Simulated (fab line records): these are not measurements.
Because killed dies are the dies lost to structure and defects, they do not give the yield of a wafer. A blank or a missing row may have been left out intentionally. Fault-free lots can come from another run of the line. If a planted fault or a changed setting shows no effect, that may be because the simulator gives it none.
Split-lot trial / flow n5 finfet / 39 wafers read from 7 lots, route of 1938 steps

== SPLIT DETAILS ==
At N5_MOL_CONTACT_COAG_VIA_ETCH_46 (etches SiO2 in C4F6/O2, target depth 46 nm, overetch 9.2 nm, time 40 s), the setting bias w was moved away from the recipe's 455 W on 12 of the 39 wafers read, by -16.6% to -8.2%. This setting was run at the recipe's value on the other wafers.

The split's own step is where the reading is taken.

== THE READING ==
rf vpp V, in V, at N5_MOL_CONTACT_COAG_VIA_ETCH_46 (etches SiO2 in C4F6/O2, target depth 46 nm, overetch 9.2 nm, time 40 s). On this fab line, fault-free wafers typically give 1567 V with a standard deviation of 30 V.

wafer=L074.1; tool, chamber at the split=rie diel-03, 2; bias w as run, W=379.3; against the recipe=-16.6%; rf vpp V, V=1405; against lot-mates on the recipe=-109
wafer=L074.2; tool, chamber at the split=rie diel-03, 1; bias w as run, W=455; against the recipe=recipe; rf vpp V, V=1503; against lot-mates on the recipe=-
wafer=L074.3; tool, chamber at the split=rie diel-03, 0; bias w as run, W=379.3; against the recipe=-16.6%; rf vpp V, V=1343; against lot-mates on the recipe=-171
wafer=L074.4; tool, chamber at the split=rie diel-03, 3; bias w as run, W=379.3; against the recipe=-16.6%; rf vpp V, V=1363; against lot-mates on the recipe=-151
wafer=L074.5; tool, chamber at the split=rie diel-03, 1; bias w as run, W=455; against the recipe=recipe; rf vpp V, V=1502; against lot-mates on the recipe=-
wafer=L074.6; tool, chamber at the split=rie diel-03, 0; bias w as run, W=455; against the recipe=recipe; rf vpp V, V=1537; against lot-mates on the recipe=-
wafer=L075.1; tool, chamber at the split=rie diel-03, 2; bias w as run, W=455; against the recipe=recipe; rf vpp V, V=1610; against lot-mates on the recipe=-
wafer=L075.2; tool, chamber at the split=rie diel-03, 0; bias w as run, W=455; against the recipe=recipe; rf vpp V, V=1536; against lot-mates on the recipe=-
wafer=L075.3; tool, chamber at the split=rie diel-03, 3; bias w as run, W=417.8; against the recipe=-8.2%; rf vpp V, V=1468; against lot-mates on the recipe=-102
wafer=L075.4; tool, chamber at the split=rie diel-03, 1; bias w as run, W=417.8; against the recipe=-8.2%; rf vpp V, V=1409; against lot-mates on the recipe=-161
wafer=L075.5; tool, chamber at the split=rie diel-03, 2; bias w as run, W=417.8; against the recipe=-8.2%; rf vpp V, V=1511; against lot-mates on the recipe=-59
wafer=L075.6; tool, chamber at the split=rie diel-03, 3; bias w as run, W=455; against the recipe=recipe; rf vpp V, V=1563; against lot-mates on the recipe=-
wafer=L078.1; tool, chamber at the split=rie diel-03, 2; bias w as run, W=455; against the recipe=recipe; rf vpp V, V=1611; against lot-mates on the recipe=-
wafer=L078.2; tool, chamber at the split=rie diel-03, 0; bias w as run, W=455; against the recipe=recipe; rf vpp V, V=1536; against lot-mates on the recipe=-
wafer=L078.3; tool, chamber at the split=rie diel-03, 3; bias w as run, W=455; against the recipe=recipe; rf vpp V, V=1563; against lot-mates on the recipe=-
wafer=L078.4; tool, chamber at the split=rie diel-03, 2; bias w as run, W=455; against the recipe=recipe; rf vpp V, V=1613; against lot-mates on the recipe=-
wafer=L078.5; tool, chamber at the split=rie diel-03, 0; bias w as run, W=455; against the recipe=recipe; rf vpp V, V=1537; against lot-mates on the recipe=-
wafer=L078.6; tool, chamber at the split=rie diel-03, 3; bias w as run, W=455; against the recipe=recipe; rf vpp V, V=1563; against lot-mates on the recipe=-
wafer=L081.1; tool, chamber at the split=rie diel-01, 0; bias w as run, W=385.6; against the recipe=-15.3%; rf vpp V, V=1412; against lot-mates on the recipe=-170
wafer=L081.2; tool, chamber at the split=rie diel-01, 3; bias w as run, W=455; against the recipe=recipe; rf vpp V, V=1573; against lot-mates on the recipe=-
wafer=L081.3; tool, chamber at the split=rie diel-01, 1; bias w as run, W=385.6; against the recipe=-15.3%; rf vpp V, V=1372; against lot-mates on the recipe=-210
wafer=L081.4; tool, chamber at the split=rie diel-01, 3; bias w as run, W=455; against the recipe=recipe; rf vpp V, V=1574; against lot-mates on the recipe=-
wafer=L081.5; tool, chamber at the split=rie diel-01, 0; bias w as run, W=455; against the recipe=recipe; rf vpp V, V=1600; against lot-mates on the recipe=-
wafer=L081.6; tool, chamber at the split=rie diel-01, 1; bias w as run, W=385.6; against the recipe=-15.3%; rf vpp V, V=1370; against lot-mates on the recipe=-212
wafer=L086.1; tool, chamber at the split=rie diel-03, 2; bias w as run, W=455; against the recipe=recipe; rf vpp V, V=1610; against lot-mates on the recipe=-
wafer=L086.2; tool, chamber at the split=rie diel-03, 0; bias w as run, W=455; against the recipe=recipe; rf vpp V, V=1536; against lot-mates on the recipe=-
wafer=L086.3; tool, chamber at the split=rie diel-03, 3; bias w as run, W=455; against the recipe=recipe; rf vpp V, V=1562; against lot-mates on the recipe=-
wafer=L086.4; tool, chamber at the split=rie diel-03, 1; bias w as run, W=455; against the recipe=recipe; rf vpp V, V=1501; against lot-mates on the recipe=-
wafer=L086.5; tool, chamber at the split=rie diel-03, 3; bias w as run, W=455; against the recipe=recipe; rf vpp V, V=1563; against lot-mates on the recipe=-
wafer=L086.6; tool, chamber at the split=rie diel-03, 2; bias w as run, W=455; against the recipe=recipe; rf vpp V, V=1610; against lot-mates on the recipe=-
wafer=L095.2; tool, chamber at the split=rie diel-04, 1; bias w as run, W=455; against the recipe=recipe; rf vpp V, V=1582; against lot-mates on the recipe=-
wafer=L095.3; tool, chamber at the split=rie diel-04, 2; bias w as run, W=455; against the recipe=recipe; rf vpp V, V=1586; against lot-mates on the recipe=-
wafer=L095.6; tool, chamber at the split=rie diel-04, 0; bias w as run, W=455; against the recipe=recipe; rf vpp V, V=1595; against lot-mates on the recipe=-
wafer=L096.1; tool, chamber at the split=rie diel-04, 1; bias w as run, W=380.7; against the recipe=-16.3%; rf vpp V, V=1384; against lot-mates on the recipe=-203
wafer=L096.2; tool, chamber at the split=rie diel-04, 0; bias w as run, W=380.7; against the recipe=-16.3%; rf vpp V, V=1395; against lot-mates on the recipe=-192
wafer=L096.3; tool, chamber at the split=rie diel-04, 2; bias w as run, W=455; against the recipe=recipe; rf vpp V, V=1584; against lot-mates on the recipe=-
wafer=L096.4; tool, chamber at the split=rie diel-04, 0; bias w as run, W=455; against the recipe=recipe; rf vpp V, V=1594; against lot-mates on the recipe=-
wafer=L096.5; tool, chamber at the split=rie diel-04, 2; bias w as run, W=380.7; against the recipe=-16.3%; rf vpp V, V=1386; against lot-mates on the recipe=-201
wafer=L096.6; tool, chamber at the split=rie diel-04, 1; bias w as run, W=455; against the recipe=recipe; rf vpp V, V=1583; against lot-mates on the recipe=-

THE FIT
A straight line over all 39 wafers: rf vpp V changes by +11.7 V for each +1% of bias w; r = +0.93; the points scatter about the line by 33 V.
The same after taking each lot's own level away (the mean of its wafers on the recipe; 39 wafers): +11.2 V for each +1%; r = +0.93; scatter 31 V.
On that fit, the largest move of bias w shifts the reading by 1.9e+02 V.
From 1514.0 to 1587.7 V: that is the span of the lots' own levels, equal to 2.5 times the standard deviation above.
So the lot-to-lot level changes the slope little: the two slopes agree.
Check: -198 V against its lot-mates is what the line predicts for one of the wafers moved furthest among these (-16.6%) when that wafer is left out of the fit. Against them it came out at -109 V.
Tool readings at the split's step, against how far the setting was moved: rf vpp V r = +0.93.

== OTHER SPLITS ON THESE WAFERS ==
These wafers also went through other splits before the reading. Each is held against what the fit with the lots' levels taken away leaves over:
other split on the same wafers=N5_FIN_SAQP_SPACER2_ALD_28 target thk a; wafers away from the commonest value=12; r with rf vpp V (lot level and that fit taken away)=-0.05
other split on the same wafers=N5_DUMMY_GATE_ETCH_42 bias w; wafers away from the commonest value=15; r with rf vpp V (lot level and that fit taken away)=+0.01
other split on the same wafers=N5_GATE_CUT_ETCH_58 target depth a; wafers away from the commonest value=15; r with rf vpp V (lot level and that fit taken away)=+0.08
other split on the same wafers=N5_MOL_CONTACT_COAG_CONTACT_ETCH_14 source w; wafers away from the commonest value=15; r with rf vpp V (lot level and that fit taken away)=-0.07
other split on the same wafers=N5_MOL_CONTACT_COAG_SPUTTER_130 power w; wafers away from the commonest value=18; r with rf vpp V (lot level and that fit taken away)=-0.04

== FILE'S OWN FIT ==
rf vpp V changes by +11.3 V for each +1% of bias w, r = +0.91.
